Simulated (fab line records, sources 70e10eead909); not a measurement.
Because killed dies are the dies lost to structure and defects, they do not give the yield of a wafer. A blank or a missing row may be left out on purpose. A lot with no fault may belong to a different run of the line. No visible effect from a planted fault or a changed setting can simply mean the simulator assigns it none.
Struck lot and sound lot, side by side :: flow nandHarc :: 22 steps out of a route of 1302
Sound: the wafers L309.3, L309.4, L309.6. Struck: wafers L326.2, L326.4, L326.6. Last of all comes the cause.
Per side, at each step with rows, come the tool, then ch with its chambers, and then its first start. Under that, the readings that differ: sound wafers :: struck wafers :: difference of the means :: sigmas: that difference in standard deviations of wafers without a fault.
alike: a reading whose means differ by less than 2 such deviations, as well as words and numbers matching on both sides. not compared: withheld readings; readings where some wafer has no value; bounds like >300 that might hide an equal value; numbers whose values overlap and for which the record gives no deviation.
Wherever a step has rows on one side only, a row that says differs or no value, or a row with sigmas, the two part there. Numbers that don't overlap but have no deviation are shown without sigmas and don't part them. A reading that every wafer of one side lacks parts them only if that side has two wafers or more.

first, 1 step without rows for these wafers: NHARC_A_SGD_CUT_ETCH_26 (etches SiO2 in dHF, target depth 45.8 nm).
NHARC_A_SGD_CUT_ETCHBACK_24: etches the open film in CH3F/O2, target depth 50 nm, time 92.857 s.
  sound on rieDiel-13 ch 1,2, day 20 21:05; struck on rieDiel-10 ch 0,1, day 28 14:28
reading: oesProductAu (a.u.)
sound: 0.94 0.93 0.93
struck: 1.01 1.01 0.99
difference: +0.07
sigmas: +2
  alike: drypumpMotorCurrentA, rfVppV, showerheadPlenumPTorr, throttleValvePct
  not compared: rfHoursCounterH
then, 1 step without rows for these wafers: NHARC_A_SGD_CUT_STRIP_28 (strips in O2, time 20 s).
NHARC_A_SGD_CUT_INSPECT_25:
  sound: defectInspect-01 at day 20 21:20; struck: defectInspect-01 at day 28 14:43
  alike: rawDefectCount
NHARC_A_SLIT_DEP_25: deposits SiO2, target thk 200 nm.
  sound on pecvd-04 ch 1,2, day 20 21:26; struck on pecvd-01 ch 0,1,2, day 28 14:49
  alike: chamberPressureTorr, heaterPowerW, throttleValvePct
NHARC_A_SLIT_DEP_00: deposits aC, target thk 6200 nm.
  sound on aclDep-03 ch 0, day 20 22:59; struck on aclDep-02 ch 0, day 28 18:20
  alike: throttleValvePct
NHARC_A_SLIT_DEP_23: deposits SiON, target thk 100 nm.
  sound on pecvd-04 ch 1,2, day 21 01:32; struck on pecvd-03 ch 1,2, day 28 21:30
  alike: chamberPressureTorr, heaterPowerW
then, 5 steps without rows for these wafers: NHARC_A_SLIT_DEHYDRATE_01 (time 120 s); NHARC_A_SLIT_HMDS_02 (time 30 s); NHARC_A_SLIT_COAT_03 (resist thk 90 nm); NHARC_A_SLIT_SOFTBAKE_04 (time 55 s); NHARC_A_SLIT_EBR_05.
NHARC_A_SLIT_EXPOSE_06: exposes mask SLIT.
  sound on arfiScanner-02 ch 0, day 21 01:55; struck on arfiScanner-02 ch 0, day 28 21:59
reading: exposureDoseMJCm2
sound: 60.78 60.87 60.81
struck: 72.86 72.84 72.76
difference: +12.00
sigmas: +99 or more
  alike: mask, reticleTempC
then, 2 steps without rows for these wafers: NHARC_A_SLIT_PEB_07 (peb time 65 s); NHARC_A_SLIT_DEVELOP_08 (develop time 35 s).
NHARC_A_SLIT_CD_MEAS_09: target cd 300 nm.
  sound on cdSem-01 ch 0, day 21 02:04; struck on cdSem-02 ch 0, day 28 22:07
reading: cdNm (nm)
sound: 299.9 299.6 299.7
struck: 309.8 310.3 309.4
difference: +10.1
sigmas: +22
NHARC_A_SLIT_OVL_MEAS_10:
  sound: overlay-01 at day 21 02:08; struck: overlay-01 at day 28 22:13
  alike: overlayXNm, overlayYNm
NHARC_A_SLIT_INSPECT_11:
  sound: defectInspect-01 at day 21 02:11; struck: defectInspect-01 at day 28 22:14
  alike: rawDefectCount
then, 1 step without rows for these wafers: NHARC_A_SLIT_DESCUM_14 (chemistry O2, time 3 s).
NHARC_A_SLIT_ETCH_24: etches the open film in CF4/CHF3, target depth 121 nm, time 60.5 s.
  sound on rieDiel-12 ch 0,1,3, day 21 02:19; struck on rieDiel-01 ch 0,1,2, day 28 22:24
reading: model.A_SLIT.cdOffsetNm (nm)
sound: -0.3942 -1.353 -1.407
struck: 10.05 11.25 9.825
difference: +11.43
sigmas: 
  alike: drypumpMotorCurrentA, oesProductAu, rfVppV, showerheadPlenumPTorr, throttleValvePct
  not compared: rfHoursCounterH
NHARC_A_SLIT_ETCH_15: etches the open film in O2/COS, target depth 6200 nm, time 1612 s.
  sound on rieDiel-12 ch 1,2; struck on rieDiel-01 ch 1,2,3
reading: model.A_SLIT.cdOffsetNm (nm)
sound: 0.02989 -1.165 -1.384
struck: 10.18 11.17 9.785
difference: +11.22
sigmas: 
  alike: drypumpMotorCurrentA, oesProductAu, rfVppV, showerheadPlenumPTorr, throttleValvePct
  not compared: rfHoursCounterH
NHARC_A_SLIT_ETCH_17: etches the open film in C4F8/O2/Ar, time 4254.5 s, target depth 20300 nm.
  sound on harEtch-01 ch 0,1, day 21 04:43; struck on harEtch-01 ch 0,1, day 29 01:58
  alike: drypumpMotorCurrentA, showerheadPlenumPTorr, throttleValvePct
  not compared: rfHoursCounterH

WHERE THEY PART
Last at NHARC_A_SLIT_CD_MEAS_09 as far as this record goes, first at NHARC_A_SGD_CUT_ETCHBACK_24. Later steps at which nothing parts them and some readings are alike: NHARC_A_SLIT_OVL_MEAS_10, NHARC_A_SLIT_INSPECT_11, NHARC_A_SLIT_ETCH_24, NHARC_A_SLIT_ETCH_15, NHARC_A_SLIT_ETCH_17.

WHY: what had been put in by the simulator
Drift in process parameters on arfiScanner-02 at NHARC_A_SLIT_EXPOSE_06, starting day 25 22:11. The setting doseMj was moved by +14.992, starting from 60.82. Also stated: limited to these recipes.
